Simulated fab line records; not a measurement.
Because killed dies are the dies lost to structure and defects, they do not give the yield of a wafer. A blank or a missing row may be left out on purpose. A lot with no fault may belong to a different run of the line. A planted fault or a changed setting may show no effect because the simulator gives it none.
fab line records    flow n5Finfet    part 1 of 2: steps 1 to 4 of 6
[record] lots = 23  wafers = 69  lastDay = 18
route steps=1938 shown BEOL_M10@1535 BEOL_M11@1553
lots with no fault: from the same line, run without faults
startH: hours from the record's first day to the start of the lot's first wafer shown    waitH: hours from the lot's prior step to this one    " repeats the value in the row above    L1.1+2: one row covering several wafers at once    - either no value or no given start    * or withheld: withheld    < > ~ a bound
route shown NAME@n: NAME is a module with steps in the file, n the number in the route of the first one    usual: the fault-free wafers' mean and standard deviation    same: alike in all rows    chamber/n: place in a boat    sites: each site's reading    _std_site: the values' standard deviation    _edge_site: outer sites' mean less inner sites'    radiusMm: how far each site lies from the wafer's centre    mask NAME#n: copy n    behind: the most recent tool/chamber to have shaped the wafer    hold: cause of the lot's hold/its duration in hours/its outcome    device: names the non-switching transistor (n, p or np)    end of line: tests of these same wafers at the route's end    step lacking rows: just its recipe    killed: count of dies lost to structure and defects at first sort (not the wafer's yield)    map: a wafer's dies, marking killed ones x, the rest . and places with no die _
set.NAME: the run value of the setting; set.NAME@STEP: its run value at that earlier step    model.NAME: the simulator's own value behind a step, which no gauge read
steps of the route over a sample of lots; a table a step, a row a wafer
services: from which hour (startH, from the record's first day; less than 0 if before it) a tool's chamber was out of use, for how many hours, and why
[[steps]]
[step N5_BEOL_M10_INSPECT_58]
[recipe] inspectInstrument = darkfield  mode = postDep
[usual] rawDefectCount = 79/25
lot.wafer  tool              chamber  startH  waitH  rawDefectCount
L075.1     defectInspect-02  -        226.27  0.0    99
L075.4     "                 -        "       "      28
L075.6     "                 -        "       "      62
L074.2     defectInspect-02  -        228.35  0.0    52
L074.3     "                 -        "       "      66
L074.4     "                 -        "       "      98
L076.2     defectInspect-01  -        234.99  0.0    54
L076.3     "                 -        "       "      118
L076.5     "                 -        "       "      79
L078.2     defectInspect-02  -        257.97  0.0    47
L078.5     "                 -        "       "      99
L078.6     "                 -        "       "      100
L079.2     defectInspect-02  -        258.25  0.0    63
L079.4     "                 -        "       "      171
L079.6     "                 -        "       "      55
L081.3     defectInspect-01  -        267.51  0.0    66
L081.5     "                 -        "       "      45
L081.6     "                 -        "       "      54
L082.1     defectInspect-01  -        276.01  0.0    52
L082.2     "                 -        "       "      77
L082.3     "                 -        "       "      81
L080.4     defectInspect-02  -        283.50  0.0    65
L080.5     "                 -        "       "      59
L080.6     "                 -        "       "      80
L083.1     defectInspect-01  -        285.80  0.0    24
L083.3     "                 -        "       "      68
L083.4     "                 -        "       "      53
L085.2     defectInspect-01  -        294.38  0.0    67
L085.4     "                 -        "       "      85
L085.6     "                 -        "       "      81
L086.1     defectInspect-02  -        294.67  0.0    110
L086.2     "                 -        "       "      108
L086.4     "                 -        "       "      84
L084.3     defectInspect-01  -        297.41  0.0    76
L084.4     "                 -        "       "      100
L084.6     "                 -        "       "      125
L088.2     defectInspect-02  -        301.98  0.0    94
L088.3     "                 -        "       "      99
L088.6     "                 -        "       "      123
L087.1     defectInspect-02  -        302.87  0.0    74
L087.3     "                 -        "       "      79
L087.6     "                 -        "       "      79
L089.1     defectInspect-02  -        316.88  0.0    88
L089.2     "                 -        "       "      107
L089.3     "                 -        "       "      126
L090.1     defectInspect-02  -        317.33  0.0    60
L090.2     "                 -        "       "      70
L090.3     "                 -        "       "      78
L092.4     defectInspect-02  -        325.10  0.0    41
L092.5     "                 -        "       "      66
L092.6     "                 -        "       "      97
L093.1     defectInspect-01  -        336.32  0.0    57
L093.5     "                 -        "       "      54
L093.6     "                 -        "       "      88
L091.1     defectInspect-01  -        336.56  0.0    52
L091.2     "                 -        "       "      49
L091.6     "                 -        "       "      51
L094.3     defectInspect-02  -        343.68  0.0    87
L094.4     "                 -        "       "      90
L094.6     "                 -        "       "      90
L095.2     defectInspect-02  -        350.12  0.0    70
L095.3     "                 -        "       "      95
L095.6     "                 -        "       "      79
L096.1     defectInspect-01  -        358.86  0.0    79
L096.4     "                 -        "       "      75
L096.6     "                 -        "       "      85
L097.1     defectInspect-02  -        381.63  0.0    94
L097.2     "                 -        "       "      86
L097.4     "                 -        "       "      70
[step N5_BEOL_M11_ETCH_61]
[recipe] chemistry = CF4  target = SiARC  targetDepthA = 390  maskMaterial = CAR-ArF  timeS = 65  ionEnergyEv = 80  pressureMtorr = 40  sourceW = 545  biasW = 36  Ar_flow_sccm = 100  cf4FlowSccm = 100  ends = cleared
[usual] chamberPressureMTorr = 40.00/0.036  drypumpMotorCurrentA = 5.61/0.29  etchRfOnTimeS = 65.0/1.5  oesProductAu = 0.68/0.074  rfVppV = 184.3/1  showerheadPlenumPTorr = 2.16/0.046  throttleValvePct = 15.58/0.17
lot.wafer  tool        chamber  startH  waitH  chamberPressureMTorr  drypumpMotorCurrentA  etchRfOnTimeS  oesProductAu  rfHoursCounterH  rfVppV  showerheadPlenumPTorr  throttleValvePct
L075.1     rieDiel-01  2        229.54  0.0    39.92                 5.26                  64.1           0.57          247              181.7   2.11                   15.68
L075.4     "           3        "       "      40.02                 5.76                  65.0           0.63          213              186.4   2.21                   15.48
L075.6     "           0        "       "      39.99                 6.08                  66.0           0.73          -                183.6   2.18                   15.52
L074.2     rieDiel-06  1        230.35  0.0    40.01                 5.28                  66.9           0.79          12               184.2   2.20                   15.31
L074.3     "           3        "       "      39.98                 5.29                  63.2           0.70          94               183.7   2.08                   15.57
L074.4     "           2        "       "      40.00                 5.55                  66.6           0.59          206              183.2   2.12                   15.81
L076.2     rieDiel-05  1        237.21  0.0    39.99                 5.27                  63.6           0.69          104              185.0   2.14                   15.38
L076.3     "           3        "       "      39.94                 5.53                  65.6           0.58          232              181.9   2.11                   15.92
L076.5     "           3        "       "      39.97                 5.54                  66.1           0.59          -                182.6   2.11                   15.92
L078.2     rieDiel-06  3        262.96  0.0    40.02                 5.28                  62.6           0.70          104              183.4   2.08                   15.60
L078.5     "           2        "       "      40.05                 5.55                  65.5           0.60          -                184.2   2.12                   15.83
L078.6     "           1        "       "      40.02                 5.28                  66.4           0.77          -                184.7   2.20                   15.32
L079.2     rieDiel-06  1        263.21  0.0    39.97                 5.26                  67.2           0.76          21               185.0   2.20                   15.34
L079.4     "           3        "       "      40.02                 5.29                  63.6           0.69          104              182.0   2.08                   15.60
L079.6     "           0        "       "      39.95                 5.84                  67.7           0.60          -                184.8   2.21                   15.73
L081.3     rieDiel-06  3        269.04  0.0    40.05                 5.36                  63.6           0.69          107              184.2   2.08                   15.60
L081.5     "           2        "       "      39.98                 5.57                  66.8           0.59          -                184.4   2.12                   15.84
L081.6     "           3        "       "      39.99                 5.32                  64.0           0.69          -                183.0   2.07                   15.60
L082.1     rieDiel-06  0        278.78  0.0    40.04                 5.83                  67.8           0.60          204              185.4   2.21                   15.75
L082.2     "           1        "       "      40.01                 5.28                  66.6           0.76          24               184.4   2.20                   15.33
L082.3     "           2        "       "      40.01                 5.56                  66.1           0.59          220              184.9   2.12                   15.82
L080.4     rieDiel-06  1        285.85  0.0    39.98                 5.30                  66.5           0.76          25               184.3   2.20                   15.33
L080.5     "           3        "       "      40.00                 5.34                  63.5           0.69          -                184.3   2.07                   15.60
L080.6     "           2        "       "      40.03                 5.56                  66.1           0.59          -                184.1   2.12                   15.84
L083.1     rieDiel-05  2        289.25  0.0    39.97                 5.55                  64.7           0.69          84               184.5   2.16                   15.61
L083.3     "           1        "       "      40.05                 5.26                  63.9           0.68          119              184.6   2.14                   15.39
L083.4     "           0        "       "      39.98                 6.02                  64.0           0.62          197              186.0   2.23                   15.60
L085.2     rieDiel-01  3        296.45  0.0    40.02                 5.76                  65.4           0.61          238              183.6   2.20                   15.54
L085.4     "           0        "       "      40.01                 6.09                  67.2           0.69          56               182.7   2.17                   15.57
L085.6     "           1        "       "      40.06                 5.92                  63.9           0.80          -                184.9   2.18                   15.60
L086.1     rieDiel-01  0        296.70  0.0    39.97                 6.07                  66.6           0.70          56               186.1   2.17                   15.56
L086.2     "           2        "       "      40.00                 5.28                  64.7           0.82          6                183.4   2.11                   15.24
L086.4     "           3        "       "      39.99                 5.74                  65.1           0.61          238              182.8   2.20                   15.53
L084.3     rieDiel-05  1        300.52  0.0    39.95                 5.26                  63.0           0.68          122              185.0   2.14                   15.41
L084.4     "           0        "       "      39.98                 6.01                  63.3           0.62          -                185.0   2.23                   15.62
L084.6     "           1        "       "      40.03                 5.26                  62.7           0.68          -                184.4   2.14                   15.42
L088.2     rieDiel-05  1        305.26  0.0    40.04                 5.26                  62.7           0.68          125              182.8   2.14                   15.41
L088.3     "           0        "       "      40.10                 6.02                  64.4           0.62          203              184.5   2.22                   15.61
L088.6     "           0        "       "      40.07                 6.01                  63.7           0.62          -                184.7   2.22                   15.61
L087.1     rieDiel-05  0        305.51  0.0    40.05                 6.04                  63.8           0.62          203              185.4   2.22                   15.62
L087.3     "           2        "       "      39.97                 5.56                  63.8           0.70          90               184.0   2.16                   15.60
L087.6     "           1        "       "      39.92                 5.26                  62.9           0.68          -                183.8   2.14                   15.39
L089.1     rieDiel-01  3        318.37  0.0    39.94                 5.74                  64.8           0.61          246              184.3   2.20                   15.55
L089.2     "           2        "       "      40.03                 5.27                  64.2           0.81          14               182.6   2.11                   15.25
L089.3     "           0        "       "      40.00                 6.08                  66.2           0.69          63               183.9   2.17                   15.59
L090.1     rieDiel-05  2        318.86  0.0    39.96                 5.58                  64.5           0.69          95               185.6   2.16                   15.62
L090.2     "           0        "       "      39.98                 6.02                  64.2           0.61          208              186.1   2.22                   15.62
L090.3     "           1        "       "      39.97                 5.28                  63.0           0.67          130              184.6   2.14                   15.43
L092.4     rieDiel-05  0        328.83  0.0    39.98                 6.04                  64.5           0.61          212              184.0   2.22                   15.65
L092.5     "           3        "       "      40.00                 5.55                  63.7           0.81          -                183.7   2.11                   15.44
L092.6     "           0        "       "      39.99                 6.07                  64.4           0.61          -                185.0   2.22                   15.65
L093.1     rieDiel-05  1        338.62  0.0    40.04                 5.31                  63.9           0.66          137              183.1   2.13                   15.44
L093.5     "           2        "       "      40.00                 5.54                  64.7           0.68          -                183.9   2.16                   15.64
L093.6     "           1        "       "      40.01                 5.29                  63.9           0.66          -                182.6   2.13                   15.43
L091.1     rieDiel-05  2        338.92  0.0    40.04                 5.54                  64.9           0.68          102              185.9   2.16                   15.64
L091.2     "           0        "       "      40.05                 6.00                  64.7           0.61          216              185.7   2.22                   15.64
L091.6     "           1        "       "      40.01                 5.28                  64.0           0.66          -                183.4   2.13                   15.44
L094.3     rieDiel-06  0        347.00  0.0    40.03                 5.84                  68.3           0.59          219              185.3   2.20                   15.77
L094.4     "           3        "       "      39.95                 5.29                  64.0           0.67          122              183.9   2.07                   15.64
L094.6     "           1        "       "      40.00                 5.30                  67.1           0.74          -                184.4   2.19                   15.37
L095.2     rieDiel-01  3        352.56  0.0    39.98                 5.73                  63.6           0.84          1                185.8   2.20                   15.07
L095.3     "           1        "       "      39.95                 5.96                  64.1           0.75          39               185.2   2.18                   15.65
L095.6     "           0        "       "      39.99                 6.09                  66.8           0.68          -                183.3   2.16                   15.63
L096.1     rieDiel-05  1        362.08  0.0    39.98                 5.26                  64.6           0.65          145              185.1   2.13                   15.46
L096.4     "           0        "       "      39.98                 6.05                  66.0           0.60          223              184.6   2.22                   15.66
L096.6     "           1        "       "      40.06                 5.25                  65.1           0.66          -                183.3   2.13                   15.45
L097.1     rieDiel-05  2        384.72  0.0    40.04                 5.56                  63.9           0.67          117              183.8   2.15                   15.67
L097.2     "           0        "       "      40.03                 6.01                  64.7           0.59          229              185.8   2.21                   15.67
L097.4     "           1        "       "      40.02                 5.29                  64.4           0.64          152              184.6   2.13                   15.46
[step N5_BEOL_M11_STRIP_19]
[recipe] chemistry = O2  powerW = 400  tempC = 40  pressureMtorr = 30  rfFrequencyHz = 6e+07  biasPowerW = 0  overashFraction = 0.2  o2FlowSccm = 225
[usual] chamberPressureMTorr = 29.99/0.033  drypumpMotorCurrentA = 5.7/0.31  oesProductAu = 0.80/0.093  rfVppV = 3.6/0.69  showerheadPlenumPTorr = 2.12/0.042  tempC = 39.97/0.11  throttleValvePct = 16.65/0.2
[same] overashFraction = 0.2
lot.wafer  tool        chamber  startH  waitH  chamberPressureMTorr  drypumpMotorCurrentA  oesProductAu  rfHoursCounterH  rfVppV  showerheadPlenumPTorr  tempC  throttleValvePct
L075.1     rieDiel-05  0        229.89  0.1    29.95                 6.0                   0.75          181              4.3     2.18                   40.07  16.59
L075.4     "           3        "       "      30.02                 5.5                   0.67          230              5.0     2.07                   39.94  16.98
L075.6     "           3        "       "      29.98                 5.5                   0.69          -                3.9     2.07                   39.97  17.00
L074.2     rieDiel-01  2        230.70  0.1    30.06                 5.2                   0.66          247              4.0     2.08                   39.91  16.76
L074.3     "           1        "       "      29.98                 5.9                   0.68          248              3.8     2.18                   39.88  17.25
L074.4     "           0        "       "      30.02                 6.1                   0.86          31               2.8     2.16                   39.94  16.72
L076.2     rieDiel-05  0        237.56  0.1    30.02                 6.0                   0.74          183              4.8     2.18                   39.97  16.57
L076.3     "           3        "       "      29.98                 5.5                   0.68          232              4.4     2.07                   39.85  16.98
L076.5     "           3        "       "      30.01                 5.5                   0.69          -                2.7     2.07                   40.05  16.99
L078.2     rieDiel-01  0        263.37  0.1    29.96                 6.1                   0.84          44               4.1     2.15                   39.85  16.72
L078.5     "           3        "       "      29.99                 5.8                   0.71          -                2.6     2.14                   39.85  16.45
L078.6     "           1        "       "      29.95                 5.9                   0.97          -                3.5     2.18                   39.80  16.80
L079.2     rieDiel-05  0        263.92  0.4    29.98                 6.0                   0.74          190              3.1     2.18                   39.90  16.59
L079.4     "           3        "       "      30.00                 5.5                   0.68          239              2.8     2.07                   39.97  17.00
L079.6     "           1        "       "      29.99                 5.3                   0.78          -                3.5     2.11                   40.11  16.52
L081.3     rieDiel-01  1        269.45  0.1    29.98                 6.0                   0.96          6                2.8     2.17                   40.08  16.78
L081.5     "           1        "       "      30.00                 5.9                   0.97          -                3.7     2.17                   40.01  16.78
L081.6     "           0        "       "      30.03                 6.1                   0.84          -                2.9     2.15                   40.01  16.77
L082.1     rieDiel-01  2        279.13  0.1    29.97                 5.2                   0.99          1                4.7     2.07                   39.99  16.37
L082.2     "           0        "       "      29.95                 6.0                   0.83          51               4.3     2.15                   39.99  16.75
L082.3     "           3        "       "      30.04                 5.7                   0.71          233              5.2     2.14                   40.06  16.42
L080.4     rieDiel-06  3        286.20  0.1    29.94                 5.3                   0.80          110              4.0     2.02                   40.06  16.67
L080.5     "           2        "       "      30.08                 5.6                   0.69          -                3.9     2.08                   39.98  16.95
L080.6     "           1        "       "      30.02                 5.3                   0.91          -                3.9     2.14                   40.06  16.31
L083.1     rieDiel-01  1        289.63  0.1    29.96                 6.0                   0.93          13               3.4     2.17                   40.03  16.81
L083.3     "           3        "       "      29.99                 5.8                   0.72          236              3.2     2.13                   40.13  16.46
L083.4     "           0        "       "      29.94                 6.1                   0.82          54               3.8     2.15                   39.96  16.76
L085.2     rieDiel-01  1        296.91  0.2    30.02                 5.9                   0.93          15               3.0     2.17                   40.02  16.81
L085.4     "           3        "       "      30.01                 5.8                   0.72          238              3.6     2.13                   39.99  16.45
L085.6     "           0        "       "      29.99                 6.1                   0.82          -                3.3     2.15                   40.06  16.77
L086.1     rieDiel-05  3        297.05  0.1    30.02                 5.5                   0.67          249              2.4     2.07                   39.94  17.01
L086.2     "           0        "       "      29.96                 6.0                   0.73          200              3.3     2.17                   40.19  16.62
L086.4     "           2        "       "      29.94                 5.5                   0.80          87               3.7     2.11                   40.09  16.63
L084.3     rieDiel-01  1        301.14  0.3    30.01                 6.0                   0.93          16               4.7     2.17                   40.03  16.80
L084.4     "           3        "       "      29.97                 5.8                   0.71          240              3.1     2.13                   39.98  16.48
L084.6     "           0        "       "      30.00                 6.1                   0.81          -                4.8     2.15                   39.91  16.75
L088.2     rieDiel-05  0        305.73  0.2    30.01                 6.0                   0.73          203              3.2     2.17                   40.03  16.61
L088.3     "           1        "       "      29.94                 5.3                   0.78          125              2.5     2.11                   39.96  16.52
L088.6     "           1        "       "      30.00                 5.3                   0.77          -                4.2     2.11                   40.05  16.53
L087.1     rieDiel-05  1        305.95  0.2    30.01                 5.3                   0.77          125              3.1     2.11                   39.97  16.52
L087.3     "           0        "       "      29.96                 6.0                   0.72          203              2.8     2.17                   39.90  16.63
L087.6     "           0        "       "      30.02                 6.0                   0.74          -                4.9     2.17                   40.04  16.61
L089.1     rieDiel-05  2        318.79  0.2    30.03                 5.5                   0.78          95               3.6     2.10                   40.19  16.62
L089.2     "           3        "       "      30.02                 5.5                   0.97          2                3.9     2.06                   39.94  16.54
L089.3     "           1        "       "      30.03                 5.3                   0.75          130              2.8     2.11                   39.90  16.54
L090.1     rieDiel-06  3        319.21  0.1    30.01                 5.4                   0.78          119              3.8     2.02                   39.95  16.68
L090.2     "           0        "       "      30.02                 5.8                   0.70          215              3.7     2.13                   39.96  16.66
L090.3     "           2        "       "      29.96                 5.5                   0.69          231              3.1     2.08                   39.97  16.95
L092.4     rieDiel-01  1        329.20  0.1    29.97                 6.0                   0.90          -                3.7     2.17                   39.84  16.83
L092.5     "           0        "       "      30.01                 6.1                   0.80          -                3.6     2.15                   40.02  16.79
L092.6     "           2        "       "      29.92                 5.2                   0.92          -                4.4     2.07                   39.92  16.41
L093.1     rieDiel-01  0        339.06  0.2    30.03                 6.1                   0.80          72               2.7     2.14                   39.85  16.81
L093.5     "           1        "       "      30.03                 6.0                   0.89          -                3.1     2.16                   39.75  16.83
L093.6     "           0        "       "      30.02                 6.1                   0.80          -                3.9     2.14                   40.02  16.78
L091.1     rieDiel-05  2        339.26  0.1    30.02                 5.6                   0.79          102              2.1     2.10                   40.09  16.63
L091.2     "           0        "       "      30.00                 6.0                   0.72          216              3.7     2.17                   39.75  16.66
L091.6     "           1        "       "      29.91                 5.3                   0.75          -                3.7     2.10                   39.74  16.53
L094.3     rieDiel-01  2        347.49  0.2    30.04                 5.3                   0.90          29               4.0     2.06                   40.22  16.44
L094.4     "           2        "       "      29.94                 5.3                   0.89          -                3.7     2.06                   39.88  16.42
L094.6     "           1        "       "      30.01                 6.0                   0.88          -                2.4     2.16                   40.01  16.84
L095.2     rieDiel-06  1        353.00  0.1    29.99                 5.3                   0.85          44               3.2     2.13                   39.97  16.32
L095.3     "           3        "       "      30.01                 5.3                   0.78          124              3.7     2.02                   40.13  16.69
L095.6     "           1        "       "      29.94                 5.3                   0.89          -                4.0     2.13                   40.22  16.35
L096.1     rieDiel-06  3        362.43  0.1    30.03                 5.3                   0.78          127              3.9     2.02                   39.92  16.69
L096.4     "           3        "       "      29.99                 5.3                   0.79          -                4.5     2.02                   39.85  16.71
L096.6     "           1        "       "      30.07                 5.3                   0.88          -                3.5     2.13                   40.01  16.34
L097.1     rieDiel-05  3        385.07  0.1    30.03                 5.5                   0.90          24               3.2     2.06                   40.04  16.60
L097.2     "           0        "       "      30.04                 6.0                   0.71          229              3.3     2.16                   40.10  16.66
L097.4     "           1        "       "      30.03                 5.3                   0.74          152              3.6     2.10                   39.70  16.56
[step N5_BEOL_M11_CD_MEAS_18]
[recipe] pitchNm = 140  targetCdNm = 70
[usual] cdNm = 69.8/0.7
lot.wafer  tool      chamber  startH  waitH  cdNm
L075.1     cdSem-02  -        229.96  0.0    68.1
L075.4     "         -        "       "      69.8
L075.6     "         -        "       "      68.9
L074.2     cdSem-02  -        230.77  0.1    69.3
L074.3     "         -        "       "      69.0
L074.4     "         -        "       "      69.3
L076.2     cdSem-01  -        237.63  0.1    70.0
L076.3     "         -        "       "      69.2
L076.5     "         -        "       "      69.7
L078.2     cdSem-01  -        263.44  0.1    69.5
L078.5     "         -        "       "      68.8
L078.6     "         -        "       "      69.2
L079.2     cdSem-02  -        263.99  0.1    70.5
L079.4     "         -        "       "      70.0
L079.6     "         -        "       "      68.9
L081.3     cdSem-02  -        269.52  0.1    70.0
L081.5     "         -        "       "      68.8
L081.6     "         -        "       "      69.7
L082.1     cdSem-01  -        279.20  0.0    70.5
L082.2     "         -        "       "      70.2
L082.3     "         -        "       "      70.0
L080.4     cdSem-03  -        286.27  0.1    69.7
L080.5     "         -        "       "      70.1
L080.6     "         -        "       "      69.4
L083.1     cdSem-01  -        289.70  0.0    70.4
L083.3     "         -        "       "      69.8
L083.4     "         -        "       "      70.0
L085.2     cdSem-03  -        296.99  0.1    70.5
L085.4     "         -        "       "      70.8
L085.6     "         -        "       "      70.9
L086.1     cdSem-03  -        297.12  0.0    70.6
L086.2     "         -        "       "      70.4
L086.4     "         -        "       "      70.9
L084.3     cdSem-01  -        301.22  0.1    69.4
L084.4     "         -        "       "      69.8
L084.6     "         -        "       "      69.1
L088.2     cdSem-03  -        305.80  0.1    70.0
L088.3     "         -        "       "      69.6
L088.6     "         -        "       "      67.9
L087.1     cdSem-01  -        306.02  0.0    69.3
L087.3     "         -        "       "      70.4
L087.6     "         -        "       "      69.2
L089.1     cdSem-01  -        318.86  0.0    69.8
L089.2     "         -        "       "      69.7
L089.3     "         -        "       "      69.7
L090.1     cdSem-01  -        319.28  0.0    68.7
L090.2     "         -        "       "      68.7
L090.3     "         -        "       "      69.2
L092.4     cdSem-03  -        329.25  0.0    70.3
L092.5     "         -        "       "      69.7
L092.6     "         -        "       "      70.3
L093.1     cdSem-02  -        339.14  0.1    70.2
L093.5     "         -        "       "      70.0
L093.6     "         -        "       "      70.4
L091.1     cdSem-01  -        339.33  0.0    69.7
L091.2     "         -        "       "      69.9
L091.6     "         -        "       "      69.7
L094.3     cdSem-01  -        347.57  0.1    69.5
L094.4     "         -        "       "      70.4
L094.6     "         -        "       "      68.5
L095.2     cdSem-02  -        353.07  0.1    71.6
L095.3     "         -        "       "      71.6
L095.6     "         -        "       "      71.7
L096.1     cdSem-02  -        362.50  0.0    69.3
L096.4     "         -        "       "      69.3
L096.6     "         -        "       "      69.9
L097.1     cdSem-03  -        385.14  0.0    70.3
L097.2     "         -        "       "      68.9
L097.4     "         -        "       "      69.5
